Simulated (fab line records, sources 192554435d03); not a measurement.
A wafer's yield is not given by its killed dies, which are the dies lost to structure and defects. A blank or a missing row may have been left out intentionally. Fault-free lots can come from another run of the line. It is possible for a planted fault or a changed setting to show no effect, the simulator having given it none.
fab line records | flow n5-finfet
record lots=24 wafers=72 last-day=20
route steps=1938 shown MOL_CONTACT_COAG@527
lots with no fault: from the same line, run without faults
start-h: hours from the record's opening day to when the first of the lot's shown wafers began | wait-h: hours from the lot's prior step to this one | " as in the row above | L1.1+2: a row that stands for several wafers | - no value, or no start was given | * or withheld: withheld | < > ~ a bound
route shown NAME@n: a module of which the file shows steps, and the number in the route of the first | usual: mean and standard deviation over wafers with no fault | same: alike in all rows | chamber/n: place in a boat | sites: per-site readings | _std_site: their standard deviation | _edge_site: inner sites' mean taken away from outer sites' mean | radius-mm: for every site, how far away it sits from the centre of the wafer | mask NAME#n: copy n | behind: tool/chamber where the wafer was last shaped | hold: reason for holding the lot/hours on hold/outcome of the hold | device: transistor that didn't switch, given as n, p or np | end of line: the same wafers' tests at the end of the route | a step given without rows: its recipe and nothing more | killed: at the first sort, the dies lost to defects and structure; wafer yield is something else | map: a wafer's dies, marking killed ones x, the rest . and places with no die _
set.NAME: the setting that was run; set.NAME@STEP: the one run at that earlier step | model.NAME: the simulator's own value behind a step, which no gauge read
one table for each step of the route and one row for each wafer, over a sample of lots
services: from which hour (start-h, from the record's first day; less than 0 if before it) a tool's chamber was out of use, for how many hours, and why
## steps
# step N5_MOL_CONTACT_COAG_OVL_MEAS_09
# recipe points-per-wafer=522
# usual CA_OVL=0.3/0.74
# columns lot.wafer tool chamber start-h wait-h CA_OVL[nm]
L074.1 overlay-02 0 84.99 0.0 1.1
L074.5 " 0 " " 1.2
L074.6 " 0 " " 0.3
L075.3 overlay-01 0 93.55 0.0 0.0
L075.4 " 0 " " -0.4
L075.6 " 0 " " -1.1
L076.1 overlay-01 0 99.63 0.0 0.8
L076.5 " 0 " " -0.2
L076.6 " 0 " " 0.9
L077.2 overlay-01 0 107.25 0.0 0.8
L077.3 " 0 " " 1.5
L077.6 " 0 " " 0.5
L078.1 overlay-01 0 115.78 0.0 1.2
L078.2 " 0 " " 0.6
L078.4 " 0 " " -0.3
L079.4 overlay-01 0 117.91 0.0 -0.9
L079.5 " 0 " " -1.3
L079.6 " 0 " " -0.2
L080.1 overlay-01 0 123.24 0.0 0.5
L080.5 " 0 " " 0.0
L080.6 " 0 " " 0.0
L081.2 overlay-01 0 128.22 0.1 -0.5
L081.5 " 0 " " 0.1
L081.6 " 0 " " -0.7
L082.4 overlay-01 0 137.45 0.0 0.7
L082.5 " 0 " " 2.1
L082.6 " 0 " " 0.7
L083.1 overlay-01 0 142.97 0.0 1.7
L083.4 " 0 " " 0.4
L083.5 " 0 " " 1.1
L084.2 overlay-01 0 152.18 0.0 1.4
L084.3 " 0 " " 0.4
L084.6 " 0 " " 0.2
L085.1 overlay-01 0 154.64 0.0 -0.7
L085.4 " 0 " " 0.1
L085.5 " 0 " " -0.7
L087.1 overlay-01 0 171.35 0.1 1.1
L087.2 " 0 " " -0.6
L087.3 " 0 " " 0.0
L086.3 overlay-01 0 173.16 0.0 0.5
L086.4 " 0 " " 0.9
L086.5 " 0 " " 0.1
L088.3 overlay-01 0 173.79 0.0 0.1
L088.4 " 0 " " 1.1
L088.5 " 0 " " -0.3
L089.3 overlay-01 0 182.13 0.0 -0.1
L089.5 " 0 " " 0.8
L089.6 " 0 " " 0.0
L090.1 overlay-01 0 183.23 0.0 0.8
L090.4 " 0 " " -0.2
L090.5 " 0 " " 0.1
L091.2 overlay-01 0 192.32 0.0 0.1
L091.3 " 0 " " 1.5
L091.4 " 0 " " 0.3
L092.2 overlay-01 0 200.39 0.0 0.2
L092.5 " 0 " " 0.2
L092.6 " 0 " " 0.0
L093.1 overlay-01 0 206.49 0.0 -0.2
L093.3 " 0 " " -1.8
L093.4 " 0 " " 1.0
L094.1 overlay-01 0 212.38 0.0 0.4
L094.4 " 0 " " 0.9
L094.6 " 0 " " 0.4
L095.1 overlay-01 0 217.71 0.0 0.3
L095.4 " 0 " " -0.1
L095.6 " 0 " " -0.4
L096.3 overlay-01 0 219.57 0.0 -0.8
L096.4 " 0 " " 0.6
L096.5 " 0 " " -1.1
L097.3 overlay-01 0 230.59 0.0 -0.5
L097.4 " 0 " " -0.5
L097.6 " 0 " " -1.2
# step N5_MOL_CONTACT_COAG_ALD_131
# recipe material=SiO2 target-thk-a=50 temp-c=100 ald-precursor-family=BDEAS ald-co-reactant=O2-plasma pulse-time-s=1 co-reactant-pulse-time-s=1 purge-time-s=2 co-reactant-purge-time-s=2 ald-cycles=35 pressure-torr=2
# usual heater-power-w=81/7 precursor-pulse-height-rel=1.001/0.019
# columns lot.wafer tool chamber start-h wait-h heater-power-w precursor-pulse-height-rel
L074.1 ald-sin-03 2 101.77 0.1 86 1.020
L074.5 " 1 " " 86 0.994
L074.6 " 0 " " 72 0.982
L075.3 ald-sin-03 1 103.41 0.1 85 1.015
L075.4 " 2 " " 88 1.011
L075.6 " 1 " " 82 1.032
L076.1 ald-sin-02 3 110.66 0.1 85 0.968
L076.5 " 0 " " 76 1.006
L076.6 " 3 " " 88 1.019
L077.2 ald-sin-03 1 120.95 0.1 87 1.006
L077.3 " 3 " " 87 0.971
L077.6 " 0 " " 73 0.988
L078.1 ald-sin-03 3 126.64 0.1 89 0.975
L078.2 " 2 " " 87 1.012
L078.4 " 1 " " 86 1.022
L079.4 ald-sin-02 1 129.31 0.1 69 1.026
L079.5 " 1 " " 69 1.001
L079.6 " 0 " " 76 1.026
L080.1 ald-sin-04 0 132.29 0.1 87 0.949
L080.5 " 2 " " 78 0.989
L080.6 " 1 " " 81 1.015
L081.2 ald-sin-03 1 138.41 0.1 86 1.015
L081.5 " 3 " " 86 0.981
L081.6 " 0 " " 71 1.001
L082.4 ald-sin-03 0 149.04 0.3 70 0.991
L082.5 " 3 " " 89 1.009
L082.6 " 2 " " 87 1.002
L083.1 ald-sin-03 2 154.79 0.1 85 1.012
L083.4 " 0 " " 72 0.990
L083.5 " 0 " " 71 1.017
L084.2 ald-sin-03 0 165.41 0.5 71 0.999
L084.3 " 3 " " 88 1.001
L084.6 " 2 " " 86 1.026
L085.1 ald-sin-03 0 168.52 0.7 73 1.002
L085.4 " 1 " " 87 1.000
L085.5 " 1 " " 88 0.980
L087.1 ald-sin-02 1 187.65 0.5 67 1.000
L087.2 " 2 " " 86 0.984
L087.3 " 3 " " 86 0.996
L088.3 ald-sin-02 1 188.65 0.5 66 1.008
L088.4 " 3 " " 88 1.000
L088.5 " 1 " " 68 1.035
L086.3 ald-sin-04 2 190.80 1.0 78 0.987
L086.4 " 1 " " 83 0.999
L086.5 " 2 " " 77 0.976
L089.3 ald-sin-04 1 195.72 0.1 84 0.981
L089.5 " 2 " " 79 1.019
L089.6 " 3 " " 83 0.976
L090.1 ald-sin-02 3 198.52 0.7 89 0.995
L090.4 " 0 " " 76 0.992
L090.5 " 3 " " 87 1.026
L091.2 ald-sin-04 1 202.88 0.1 83 1.008
L091.3 " 0 " " 89 1.017
L091.4 " 3 " " 80 1.006
L092.2 ald-sin-03 2 210.95 0.2 87 1.006
L092.5 " 3 " " 87 0.975
L092.6 " 2 " " 85 0.976
L093.1 ald-sin-02 3 216.54 0.1 88 1.026
L093.3 " 0 " " 77 0.998
L093.4 " 2 " " 87 0.982
L094.1 ald-sin-02 3 223.38 0.1 87 1.034
L094.4 " 2 " " 85 1.008
L094.6 " 0 " " 77 0.989
L095.1 ald-sin-03 0 226.64 0.1 71 0.991
L095.4 " 1 " " 78 0.987
L095.6 " 0 " " 68 1.015
L096.3 ald-sin-04 3 229.75 0.1 83 1.000
L096.4 " 0 " " 87 1.041
L096.5 " 1 " " 83 1.012
L097.3 ald-sin-04 2 241.41 0.1 80 0.972
L097.4 " 0 " " 89 0.992
L097.6 " 2 " " 79 0.993
# step N5_MOL_CONTACT_COAG_CD_MEAS_137
# recipe target-cd-nm=16
# usual cd-nm=15.9/0.34
# columns lot.wafer tool chamber start-h wait-h cd-nm
L074.1 cd-sem-01 - 102.78 0.0 16.0
L074.5 " - " " 15.6
L074.6 " - " " 15.8
L075.3 cd-sem-01 - 104.08 0.0 16.1
L075.4 " - " " 16.0
L075.6 " - " " 16.3
L076.1 cd-sem-01 - 111.33 0.0 16.0
L076.5 " - " " 15.7
L076.6 " - " " 16.3
L077.2 cd-sem-01 - 121.62 0.0 15.2
L077.3 " - " " 16.2
L077.6 " - " " 15.8
L078.1 cd-sem-01 - 127.31 0.0 15.7
L078.2 " - " " 16.2
L078.4 " - " " 16.1
L079.4 cd-sem-02 - 129.98 0.0 16.0
L079.5 " - " " 16.6
L079.6 " - " " 16.4
L080.1 cd-sem-02 - 132.97 0.0 16.3
L080.5 " - " " 16.1
L080.6 " - " " 16.4
L081.2 cd-sem-02 - 139.08 0.0 15.3
L081.5 " - " " 16.2
L081.6 " - " " 16.2
L082.4 cd-sem-03 - 149.84 0.0 15.9
L082.5 " - " " 15.7
L082.6 " - " " 15.6
L083.1 cd-sem-03 - 155.59 0.0 16.4
L083.4 " - " " 15.6
L083.5 " - " " 16.0
L084.2 cd-sem-02 - 166.18 0.0 15.7
L084.3 " - " " 16.1
L084.6 " - " " 16.2
L085.1 cd-sem-03 - 169.23 0.0 15.8
L085.4 " - " " 15.6
L085.5 " - " " 15.6
L087.1 cd-sem-01 - 188.42 0.0 15.7
L087.2 " - " " 16.0
L087.3 " - " " 16.2
L088.3 cd-sem-01 - 189.33 0.0 15.4
L088.4 " - " " 15.6
L088.5 " - " " 16.0
L086.3 cd-sem-02 - 191.47 0.0 15.4
L086.4 " - " " 16.2
L086.5 " - " " 15.2
L089.3 cd-sem-01 - 196.45 0.0 16.1
L089.5 " - " " 15.9
L089.6 " - " " 15.8
L090.1 cd-sem-02 - 199.19 0.0 16.1
L090.4 " - " " 15.3
L090.5 " - " " 15.4
L091.2 cd-sem-01 - 203.57 0.0 15.8
L091.3 " - " " 15.7
L091.4 " - " " 16.0
L092.2 cd-sem-02 - 211.63 0.0 16.4
L092.5 " - " " 16.2
L092.6 " - " " 16.1
L093.1 cd-sem-02 - 217.21 0.0 15.7
L093.3 " - " " 16.0
L093.4 " - " " 15.8
L094.1 cd-sem-03 - 224.20 0.0 15.8
L094.4 " - " " 15.7
L094.6 " - " " 15.8
L095.1 cd-sem-03 - 227.44 0.0 15.7
L095.4 " - " " 15.6
L095.6 " - " " 16.3
L096.3 cd-sem-03 - 230.42 0.0 15.1
L096.4 " - " " 16.0
L096.5 " - " " 15.8
L097.3 cd-sem-03 - 242.16 0.0 15.3
L097.4 " - " " 16.3
L097.6 " - " " 15.7
# step N5_MOL_CONTACT_COAG_INSPECT_42
# recipe mode=adi inspect-instrument=brightfield
# usual raw-defect-count=196/60
# columns lot.wafer tool chamber start-h wait-h raw-defect-count
L074.1 defect-inspect-02 - 103.19 0.1 165
L074.5 " - " " 130
L074.6 " - " " 164
L075.3 defect-inspect-01 - 104.49 0.0 97
L075.4 " - " " 147
L075.6 " - " " 111
L076.1 defect-inspect-02 - 111.86 0.1 259
L076.5 " - " " 178
L076.6 " - " " 206
L077.2 defect-inspect-01 - 122.16 0.0 312
L077.3 " - " " 196
L077.6 " - " " 284
L078.1 defect-inspect-02 - 127.71 0.1 202
L078.2 " - " " 198
L078.4 " - " " 229
L079.4 defect-inspect-01 - 130.39 0.0 201
L079.5 " - " " 136
L079.6 " - " " 189
L080.1 defect-inspect-02 - 133.50 0.1 96
L080.5 " - " " 222
L080.6 " - " " 113
L081.2 defect-inspect-01 - 139.61 0.0 250
L081.5 " - " " 235
L081.6 " - " " 116
L082.4 defect-inspect-02 - 150.26 0.0 182
L082.5 " - " " 138
L082.6 " - " " 150
L083.1 defect-inspect-02 - 156.12 0.1 162
L083.4 " - " " 174
L083.5 " - " " 224
L084.2 defect-inspect-01 - 166.58 0.0 178
L084.3 " - " " 288
L084.6 " - " " 247
L085.1 defect-inspect-02 - 169.64 0.1 119
L085.4 " - " " 142
L085.5 " - " " 165
L087.1 defect-inspect-01 - 188.95 0.1 298
L087.2 " - " " 251
L087.3 " - " " 176
L088.3 defect-inspect-02 - 189.77 0.0 174
L088.4 " - " " 198
L088.5 " - " " 235
L086.3 defect-inspect-02 - 192.01 0.0 150
L086.4 " - " " 179
L086.5 " - " " 220
L089.3 defect-inspect-02 - 196.98 0.0 179
L089.5 " - " " 240
L089.6 " - " " 216
L090.1 defect-inspect-02 - 199.72 0.1 184
L090.4 " - " " 248
L090.5 " - " " 155
L091.2 defect-inspect-02 - 203.97 0.0 186
L091.3 " - " " 210
L091.4 " - " " 234
L092.2 defect-inspect-02 - 212.03 0.0 281
L092.5 " - " " 397
L092.6 " - " " 355
L093.1 defect-inspect-02 - 217.61 0.1 155
L093.3 " - " " 235
L093.4 " - " " 192
L094.1 defect-inspect-01 - 224.77 0.1 141
L094.4 " - " " 107
L094.6 " - " " 103
L095.1 defect-inspect-01 - 227.85 0.1 157
L095.4 " - " " 152
L095.6 " - " " 235
L096.3 defect-inspect-02 - 230.83 0.0 167
L096.4 " - " " 158
L096.5 " - " " 198
L097.3 defect-inspect-01 - 242.69 0.0 220
L097.4 " - " " 308
L097.6 " - " " 244
# step N5_MOL_CONTACT_COAG_DESCUM_45
# recipe chemistry=O2 time-s=7 source-power-w=50 bias-power-w=20 pressure-mtorr=20 rf-frequency-hz=2.712e+07 temp-c=40 resist=CAR-EUV o2-flow-sccm=225
# usual drypump-motor-current-A=5.8/0.56 oes-product-au=0.80/0.095 rf-vpp-V=243.1/1.6 showerhead-plenum-p-Torr=2.09/0.085 temp-c=39.98/0.11 throttle-valve-pct=20.36/0.22
# columns lot.wafer tool chamber start-h wait-h drypump-motor-current-A oes-product-au rf-hours-counter-h rf-vpp-V showerhead-plenum-p-Torr temp-c throttle-valve-pct
L074.1 rie-diel-03 3 103.30 0.1 6.0 0.68 225 240.6 1.98 40.13 20.47
L074.5 " 1 " " 6.3 0.91 - 242.0 2.04 39.96 20.55
L074.6 " 0 " " 5.0 0.71 - 243.3 2.08 39.94 20.15
L075.3 rie-diel-02 2 104.52 0.0 6.5 0.80 121 241.3 2.02 39.92 20.43
L075.4 " 0 " " 5.3 0.91 12 245.3 2.22 40.05 20.32
L075.6 " 1 " " 5.6 0.98 - 242.8 2.07 40.00 20.13
L076.1 rie-diel-05 1 112.19 0.3 5.2 0.73 189 243.1 2.06 40.06 20.12
L076.5 " 2 " " 5.8 0.87 - 242.9 2.13 39.97 20.03
L076.6 " 1 " " 5.2 0.73 - 243.6 2.06 40.03 20.12
L077.2 rie-diel-03 2 122.22 0.1 5.7 0.67 241 240.2 1.99 39.92 20.63
L077.3 " 0 " " 5.0 0.71 192 242.8 2.08 40.16 20.15
L077.6 " 2 " " 5.7 0.67 - 241.0 1.99 39.79 20.64
L078.1 rie-diel-05 3 128.00 0.3 5.3 0.74 168 241.8 2.09 40.08 20.20
L078.2 " 1 " " 5.1 0.73 193 242.2 2.06 40.06 20.13
L078.4 " 0 " " 6.4 0.71 226 241.4 1.97 40.11 20.81
L079.4 rie-diel-03 3 130.42 0.0 5.9 0.67 235 240.9 1.98 40.07 20.48
L079.5 " 3 " " 5.9 0.66 - 241.4 1.98 40.25 20.48
L079.6 " 2 " " 5.8 0.67 - 242.8 1.98 40.06 20.67
L080.1 rie-diel-02 1 133.64 0.1 5.6 0.94 12 241.1 2.06 39.92 20.12
L080.5 " 1 " " 5.7 0.93 - 243.1 2.06 39.88 20.12
L080.6 " 2 " " 6.5 0.78 - 240.6 2.02 39.91 20.42
L081.2 rie-diel-02 2 139.70 0.1 6.5 0.79 133 241.6 2.01 40.05 20.42
L081.5 " 0 " " 5.3 0.87 - 245.3 2.21 39.89 20.35
L081.6 " 3 " " 6.8 0.82 - 246.1 2.24 39.80 20.65
L082.4 rie-diel-05 2 150.80 0.5 5.8 0.85 60 245.0 2.12 39.85 20.06
L082.5 " 2 " " 5.8 0.86 - 244.5 2.12 40.29 20.06
L082.6 " 3 " " 5.3 0.73 - 243.3 2.09 39.79 20.19
L083.1 rie-diel-03 3 156.15 0.0 5.9 0.65 241 241.2 1.98 40.12 20.49
L083.4 " 1 " " 6.3 0.89 - 241.8 2.03 40.21 20.59
L083.5 " 0 " " 5.0 0.71 - 242.0 2.08 39.99 20.16
L084.2 rie-diel-02 1 166.64 0.1 5.7 0.93 23 243.1 2.06 40.01 20.12
L084.3 " 0 " " 5.3 0.86 33 244.6 2.21 40.12 20.36
L084.6 " 2 " " 6.5 0.78 - 243.0 2.01 40.16 20.45
L085.1 rie-diel-02 1 169.88 0.2 5.6 0.91 24 242.5 2.06 40.11 20.13
L085.4 " 3 " " 6.8 0.82 69 243.0 2.24 39.86 20.67
L085.5 " 0 " " 5.3 0.86 - 244.9 2.21 39.96 20.36
L087.1 rie-diel-05 0 188.99 0.0 6.4 0.69 246 239.6 1.97 39.87 20.83
L087.2 " 3 " " 5.3 0.73 188 243.0 2.08 39.94 20.21
L087.3 " 1 " " 5.2 0.71 213 244.3 2.06 39.99 20.14
L088.3 rie-diel-03 2 189.81 0.0 5.7 0.98 5 245.0 2.25 39.88 20.34
L088.4 " 0 " " 5.0 0.69 - 242.4 2.07 40.01 20.18
L088.5 " 2 " " 5.7 0.98 - 244.6 2.25 39.94 20.35
L086.3 rie-diel-05 1 192.04 0.0 5.1 0.71 214 243.4 2.06 39.84 20.15
L086.4 " 3 " " 5.3 0.72 190 242.8 2.08 39.76 20.21
L086.5 " 0 " " 6.4 0.68 - 240.4 1.97 39.96 20.82
L089.3 rie-diel-03 1 197.05 0.1 6.3 0.84 57 242.2 2.03 40.06 20.61
L089.5 " 0 " " 5.0 0.69 - 243.6 2.07 40.02 20.18
L089.6 " 2 " " 5.7 0.97 - 244.8 2.24 39.98 20.35
L090.1 rie-diel-03 2 200.08 0.4 5.7 0.97 9 246.2 2.24 39.84 20.36
L090.4 " 0 " " 5.0 0.69 - 244.1 2.07 40.09 20.19
L090.5 " 2 " " 5.7 0.95 - 246.6 2.24 39.97 20.35
L091.2 rie-diel-03 0 204.12 0.2 5.0 0.69 223 244.2 2.07 40.09 20.22
L091.3 " 2 " " 5.7 0.96 11 245.1 2.24 39.93 20.37
L091.4 " 2 " " 5.7 0.95 - 244.8 2.24 39.97 20.36
L092.2 rie-diel-02 3 212.08 0.0 6.8 0.79 84 246.3 2.23 40.00 20.68
L092.5 " 2 " " 6.4 0.77 - 241.1 2.01 40.08 20.48
L092.6 " 1 " " 5.6 0.88 - 241.0 2.05 39.80 20.15
L093.1 rie-diel-05 2 217.65 0.0 5.8 0.82 87 243.9 2.11 40.04 20.11
L093.3 " 3 " " 5.3 0.72 202 244.1 2.08 39.97 20.24
L093.4 " 3 " " 5.3 0.72 - 242.9 2.08 39.91 20.23
L094.1 rie-diel-02 3 224.81 0.0 6.8 0.79 89 244.0 2.23 40.10 20.71
L094.4 " 0 " " 5.3 0.82 55 245.2 2.20 40.03 20.39
L094.6 " 0 " " 5.3 0.83 - 246.7 2.20 40.03 20.38
L095.1 rie-diel-05 3 227.88 0.0 5.3 0.71 206 243.0 2.08 40.12 20.24
L095.4 " 1 " " 5.1 0.70 232 243.0 2.05 40.02 20.18
L095.6 " 2 " " 5.8 0.81 - 243.8 2.11 40.12 20.13
L096.3 rie-diel-02 3 230.86 0.0 6.8 0.79 92 245.3 2.23 39.98 20.71
L096.4 " 2 " " 6.5 0.75 166 241.5 2.00 39.88 20.47
L096.5 " 2 " " 6.5 0.76 - 241.1 2.00 39.83 20.48
L097.3 rie-diel-03 3 242.72 0.0 6.0 0.96 10 246.1 2.23 39.87 20.12
L097.4 " 3 " " 6.0 0.98 - 246.3 2.23 39.91 20.11
L097.6 " 0 " " 5.0 0.68 - 243.0 2.07 39.93 20.24
# step N5_MOL_CONTACT_COAG_ETCHBACK_136
# recipe chemistry=CHF3 target=SiO2 target-depth-a=250 time-s=16.7 ion-energy-ev=200 pressure-mtorr=30 source-w=610 bias-w=170 Ar_flow_sccm=200 CHF3_flow_sccm=50
# usual CHF3_flow_sccm=50.01/0.14 drypump-motor-current-A=5.8/0.58 oes-product-au=0.79/0.085 rf-vpp-V=525/11 showerhead-plenum-p-Torr=2.38/0.096 throttle-valve-pct=18.64/0.25
# columns lot.wafer tool chamber start-h wait-h CHF3_flow_sccm drypump-motor-current-A oes-product-au rf-hours-counter-h rf-vpp-V showerhead-plenum-p-Torr throttle-valve-pct
L074.1 rie-diel-02 2 103.75 0.0 50.05 6.5 0.80 120 539 2.29 18.58
L074.5 " 3 " " 49.86 6.8 0.86 - 523 2.51 18.72
L074.6 " 2 " " 50.13 6.5 0.80 - 538 2.28 18.58
L075.3 rie-diel-05 1 105.28 0.0 49.99 5.2 0.73 187 520 2.36 18.51
L075.4 " 2 " " 50.14 5.8 0.86 46 519 2.40 18.23
L075.6 " 1 " " 50.08 5.2 0.72 - 519 2.36 18.50
L076.1 rie-diel-03 1 112.85 0.0 49.96 6.3 0.91 28 513 2.32 18.88
L076.5 " 3 " " 50.03 6.0 0.68 - 530 2.26 18.75
L076.6 " 2 " " 49.92 5.8 0.66 - 525 2.26 18.93
L077.2 rie-diel-03 3 122.66 0.0 50.04 5.9 0.68 233 530 2.25 18.77
L077.3 " 1 " " 50.02 6.3 0.91 31 512 2.32 18.87
L077.6 " 2 " " 50.03 5.7 0.67 - 527 2.26 18.94
L078.1 rie-diel-05 0 128.44 0.0 50.05 6.4 0.70 226 517 2.26 19.20
L078.2 " 1 " " 49.97 5.2 0.73 193 519 2.36 18.52
L078.4 " 2 " " 49.86 5.8 0.87 53 519 2.40 18.24
L079.4 rie-diel-05 3 131.05 0.0 50.09 5.3 0.73 169 513 2.38 18.46
L079.5 " 1 " " 50.35 5.2 0.73 - 521 2.36 18.52
L079.6 " 2 " " 50.11 5.8 0.86 - 520 2.40 18.22
L080.1 rie-diel-03 0 134.08 0.0 49.88 5.0 0.72 195 554 2.36 18.47
L080.5 " 1 " " 50.08 6.3 0.90 - 513 2.32 18.88
L080.6 " 2 " " 50.14 5.7 0.66 - 526 2.26 18.93
L081.2 rie-diel-02 2 140.19 0.0 49.79 6.5 0.78 133 538 2.28 18.62
L081.5 " 3 " " 50.14 6.8 0.83 - 524 2.51 18.73
L081.6 " 2 " " 50.02 6.5 0.78 - 538 2.28 18.60
L082.4 rie-diel-05 0 151.43 0.0 49.90 6.4 0.69 235 517 2.26 19.21
L082.5 " 2 " " 49.95 5.8 0.85 - 521 2.39 18.24
L082.6 " 1 " " 50.16 5.1 0.72 - 519 2.36 18.54
L083.1 rie-diel-02 0 156.59 0.0 49.83 5.3 0.86 30 530 2.54 18.78
L083.4 " 1 " " 50.15 5.6 0.90 20 518 2.32 18.27
L083.5 " 3 " " 49.88 6.8 0.83 - 524 2.50 18.75
L084.2 rie-diel-05 2 167.36 0.0 50.21 5.9 0.84 66 520 2.39 18.25
L084.3 " 1 " " 50.04 5.1 0.71 206 519 2.35 18.55
L084.6 " 0 " " 49.99 6.4 0.69 - 516 2.26 19.22
L085.1 rie-diel-02 3 170.41 0.0 49.95 6.8 0.81 69 523 2.50 18.76
L085.4 " 1 " " 50.05 5.6 0.90 24 517 2.32 18.28
L085.5 " 3 " " 49.97 6.8 0.82 - 525 2.50 18.76
L087.1 rie-diel-03 0 189.49 0.0 49.76 5.0 0.69 217 552 2.35 18.50
L087.2 " 1 " " 50.16 6.3 0.86 54 512 2.31 18.91
L087.3 " 2 " " 50.14 5.7 0.98 5 534 2.54 18.59
L088.3 rie-diel-02 0 191.26 0.0 50.08 5.3 0.84 43 529 2.53 18.81
L088.4 " 2 " " 49.87 6.5 0.78 153 538 2.27 18.65
L088.5 " 1 " " 50.17 5.6 0.89 - 517 2.32 18.31
L086.3 rie-diel-03 1 192.60 0.0 50.01 6.3 0.86 55 513 2.31 18.93
L086.4 " 2 " " 50.05 5.8 0.98 - 535 2.54 18.59
L086.5 " 0 " " 49.96 5.0 0.70 - 554 2.35 18.49
L089.3 rie-diel-05 3 197.67 0.0 50.06 5.3 0.73 192 515 2.37 18.52
L089.5 " 3 " " 50.03 5.3 0.72 - 515 2.37 18.52
L089.6 " 0 " " 50.26 6.4 0.68 - 518 2.26 19.25
L090.1 rie-diel-05 3 201.71 0.0 49.99 5.3 0.72 193 513 2.37 18.50
L090.4 " 2 " " 50.10 5.8 0.82 - 519 2.39 18.27
L090.5 " 3 " " 50.13 5.3 0.71 - 513 2.37 18.52
L091.2 rie-diel-02 3 204.56 0.0 50.17 6.8 0.80 83 524 2.50 18.79
L091.3 " 1 " " 49.70 5.7 0.88 35 515 2.32 18.29
L091.4 " 0 " " 49.76 5.3 0.84 48 529 2.53 18.81
L092.2 rie-diel-03 2 212.52 0.0 49.97 5.7 0.95 15 535 2.54 18.60
L092.5 " 0 " " 49.98 5.0 0.69 - 555 2.35 18.51
L092.6 " 1 " " 50.03 6.3 0.84 - 513 2.31 18.93
L093.1 rie-diel-02 0 218.14 0.0 50.23 5.3 0.83 52 529 2.53 18.82
L093.3 " 2 " " 50.05 6.5 0.75 162 537 2.27 18.65
L093.4 " 1 " " 50.09 5.6 0.88 40 515 2.32 18.31
L094.1 rie-diel-05 3 225.28 0.0 49.88 5.3 0.71 205 512 2.36 18.52
L094.4 " 1 " " 50.06 5.1 0.69 230 517 2.34 18.58
L094.6 " 1 " " 50.14 5.1 0.69 - 518 2.34 18.58
L095.1 rie-diel-02 0 228.35 0.0 50.03 5.3 0.82 57 528 2.53 18.85
L095.4 " 1 " " 49.65 5.7 0.87 44 518 2.31 18.32
L095.6 " 0 " " 49.75 5.3 0.82 - 529 2.53 18.83
L096.3 rie-diel-02 2 231.30 0.0 50.26 6.5 0.75 166 538 2.27 18.66
L096.4 " 1 " " 50.09 5.7 0.87 45 517 2.31 18.32
L096.5 " 3 " " 49.94 6.8 0.80 - 523 2.49 18.81
L097.3 rie-diel-02 1 243.33 0.0 49.91 5.6 0.87 48 518 2.31 18.32
L097.4 " 3 " " 50.21 6.8 0.80 95 524 2.49 18.81
L097.6 " 1 " " 50.01 5.7 0.86 - 517 2.31 18.31
## services
# columns tool chamber start-h hours kind
rie-diel-02 1 80.63 - clean
rie-diel-02 1 80.63 - consumable-replace:focus-ring
rie-diel-02 1 80.63 17.0 scheduled-down
rie-diel-02 1 80.63 17.0 vent-cycle
ald-sin-04 3 85.16 20.9 repair
ald-sin-02 - 85.96 6.1 pm
rie-diel-03 2 92.46 1.3 repair
ald-sin-03 - 114.39 6.1 pm
rie-diel-03 - 145.13 5.1 repair
rie-diel-05 - 153.20 0.2 repair
rie-diel-03 2 155.59 - clean
rie-diel-03 2 155.59 - consumable-replace:focus-ring
rie-diel-03 2 155.59 - consumable-replace:showerhead
rie-diel-03 2 155.59 19.7 scheduled-down
rie-diel-03 2 155.59 19.7 vent-cycle
ald-sin-04 - 165.04 6.0 pm
rie-diel-02 1 172.00 5.8 repair
rie-diel-03 3 172.89 20.0 repair
ald-sin-03 - 178.21 14.0 pm
rie-diel-05 0 200.20 - clean
rie-diel-05 0 200.20 - consumable-replace:focus-ring
rie-diel-05 0 200.20 - consumable-replace:showerhead
ald-sin-03 - 205.16 0.8 repair
rie-diel-03 2 231.55 11.5 repair
## key
fault none
